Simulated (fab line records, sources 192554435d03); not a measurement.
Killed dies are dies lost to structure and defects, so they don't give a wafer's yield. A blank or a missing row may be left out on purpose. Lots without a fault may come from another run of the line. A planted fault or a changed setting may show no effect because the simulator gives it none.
Split-lot experiment | flow n5_finfet | 7 lots, 19 wafers read, on a route of 1938 steps

THE SPLIT
At N5_BEOL_M15_TRENCH_ETCH_34 (etches SiO2 in C4F8/O2/Ar, target depth 872.93 nm, time 199 s), the setting time_s was moved away from the recipe's 199 s on 5 of the 19 wafers read, by -6.4% to +18.3%. The other wafers ran this setting at the recipe's value.

FROM THE SPLIT TO THE READING: what the file shows between them, 3 steps
- N5_BEOL_M15_SPUTTER_45: material Cu, target thk 100 nm, time 16.67 s (also split here: power_w)
- N5_BEOL_M15_ECD_47: material Cu, target thk 1860 nm
- N5_BEOL_M15_ANNEAL_48: time 90 s

THE READING
Cu_of_BEOL_M15_ECD_47.thk_nm (the simulator's own value, which no gauge read), in nm, at N5_BEOL_M15_CMP_49 (polishes, stops on SiO2, t overpolish 4.9 s, target thk 850 nm). The file gives no usual value for it. The 14 wafers here that ran the recipe average 847.9 nm, standard deviation 15 nm.

wafer  | tool, chamber at the split | time_s as run, s | against the recipe | Cu_of_BEOL_M15_ECD_47.thk_nm, nm | against lot-mates on the recipe
L074.2 | rie_diel-06, 0             | 199              | recipe             | 836.8                            | -
L074.3 | rie_diel-06, 2             | 199              | recipe             | 863.8                            | -
L074.5 | rie_diel-06, 1             | 199              | recipe             | 839.2                            | -
L086.3 | rie_diel-05, 2             | 199              | recipe             | 853.2                            | -
L086.5 | rie_diel-05, 0             | 199              | recipe             | 854.4                            | -
L086.6 | rie_diel-05, 3             | 225.5            | +13.3%             | 958.6                            | +104.8
L081.1 | rie_diel-02, 2             | 199              | recipe             | 851                              | -
L081.4 | rie_diel-02, 3             | 199              | recipe             | 833.4                            | -
L081.2 | rie_diel-02, 0             | 199              | recipe             | 871.2                            | -
L090.3 | rie_diel-02, 1             | 186.3            | -6.4%              | 760.4                            | -97.2
L090.6 | rie_diel-02, 0             | 199              | recipe             | 857.6                            | -
L089.4 | rie_diel-06, 3             | 214.6            | +7.8%              | 954.2                            | +93.6
L089.3 | rie_diel-06, 2             | 214.6            | +7.8%              | 926.4                            | +65.8
L089.6 | rie_diel-06, 2             | 199              | recipe             | 860.6                            | -
L087.4 | rie_diel-06, 1             | 199              | recipe             | 817.6                            | -
L087.5 | rie_diel-06, 1             | 199              | recipe             | 827                              | -
L093.3 | rie_diel-05, 2             | 199              | recipe             | 845.2                            | -
L093.4 | rie_diel-05, 0             | 235.5            | +18.3%             | 1020                             | +167.4
L093.6 | rie_diel-05, 1             | 199              | recipe             | 860                              | -

THE FIT
A straight line over all 19 wafers: Cu_of_BEOL_M15_ECD_47.thk_nm changes by +9.88 nm for each +1% of time_s; r = +0.96; the points scatter about the line by 17 nm.
The same after taking each lot's own level away (the mean of its wafers on the recipe; 19 wafers): +9.53 nm for each +1%; r = +0.97; scatter 14 nm.
On that fit, the largest move of time_s shifts the reading by 1.7e+02 nm.
The lots' own levels span 822.30 to 860.60 nm, that is 2.6 times the standard deviation above.
So the lot-to-lot level changes the slope little: the two slopes agree.
Check: with one of the wafers moved furthest among these (+18.3%) left out of the fit, the line predicts +176 nm for it against its lot-mates. It came out at +167 nm against them.

OTHER SPLITS ON THESE WAFERS
These wafers also went through other splits before the reading. Each is held against what the fit with the lots' levels taken away leaves over:
other split on the same wafers    | wafers away from the commonest value | r with Cu_of_BEOL_M15_ECD_47.thk_nm (lot level and that fit taken away)
N5_BEOL_M13_SPUTTER_44 power_w    | 5                                    | -0.21
N5_BEOL_M14_TRENCH_ETCH_34 time_s | 8                                    | +0.10
N5_BEOL_M15_SPUTTER_45 power_w    | 0                                    | -

THE WHOLE CHAIN: every reading that the file lists as answering this split, in the file's order
step                       | what it does                                                   | reading                                                                          | change (the file's fit)              | r (the file's)
N5_BEOL_M15_TRENCH_ETCH_34 | etches SiO2 in C4F8/O2/Ar, target depth 872.93 nm, time 199 s  | etch.depth_nm (the simulator's own value, which no gauge read)                   | +9.12 nm for each +1% of the setting | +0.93
N5_BEOL_M15_TRENCH_ETCH_34 | etches SiO2 in C4F8/O2/Ar, target depth 872.93 nm, time 199 s  | coat_of_BEOL_M15_COAT_22.thk_nm (the simulator's own value, which no gauge read) | -1.92 nm for each +1% of the setting | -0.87
N5_BEOL_M15_CMP_49         | polishes, stops on SiO2, t overpolish 4.9 s, target thk 850 nm | Cu_of_BEOL_M15_ECD_47.thk_nm (the simulator's own value, which no gauge read)    | +9.16 nm for each +1% of the setting | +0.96

THE FILE'S OWN FIT
Cu_of_BEOL_M15_ECD_47.thk_nm changes by +9.16 nm for each +1% of time_s, r = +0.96.
